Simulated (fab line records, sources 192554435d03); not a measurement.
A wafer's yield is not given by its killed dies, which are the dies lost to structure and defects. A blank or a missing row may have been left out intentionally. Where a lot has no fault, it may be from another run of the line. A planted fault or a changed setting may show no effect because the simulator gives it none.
Chamber matching    flow n5_finfet    4 sister chambers for N5_FIN_SAQP_STRIP_77 on rie_diel-03
The step strips in N2/H2, time 90 s. 4 wafers are shown with their chamber, then 11 later ones without.

## EACH WAFER AND ITS CHAMBER
wafer   chamber  throttle_valve_pct (%)
L077.1  1        12.40
L078.4  3        12.01
L079.4  2        12.24
L080.1  0        11.55

## WAFERS WITHOUT THEIR CHAMBER
wafer   throttle_valve_pct (%)
L080.2  12.02
L080.3  12.22
L080.4  12.23
L080.5  11.55
L080.6  12.01
L087.3  11.81
L087.4  12.05
L087.5  11.61
L092.1  11.85
L092.2  12.08
L092.3  11.62

## THE CHAMBER EACH PASSED THROUGH
wafer    from the rows above       in truth
L080.2   3                         3
L080.3   can't be placed: 2 or 1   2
L080.4   can't be placed: 2 or 1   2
L080.5   0                         0
L080.6   3                         3
L087.3   can't be placed: 3 or 0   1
L087.4   can't be placed: 3 or 2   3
L087.5   0                         0
L092.1   can't be placed: 3 or 0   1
L092.2   can't be placed: 3 or 2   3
L092.3   0                         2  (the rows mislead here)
4 of 11 placed correctly. These rows do not allow placing 6 (true chamber among the candidates in 4). Wrongly placed: 1.
How it was worked out, from the rows above alone: a wafer's distance from a chamber is the root of the sum, over the readings, of the square of ((its reading less the chamber's mean) divided by the reading's scatter). If the next closest chamber is less than 2 further off than the closest, the wafer can't be placed; otherwise it belongs to the closest. Each chamber's mean is taken over the wafers shown for it. The scatter (one wafer shown for each chamber): square how far every hidden wafer sits from the nearest shown wafer, average those squares and take the square root.
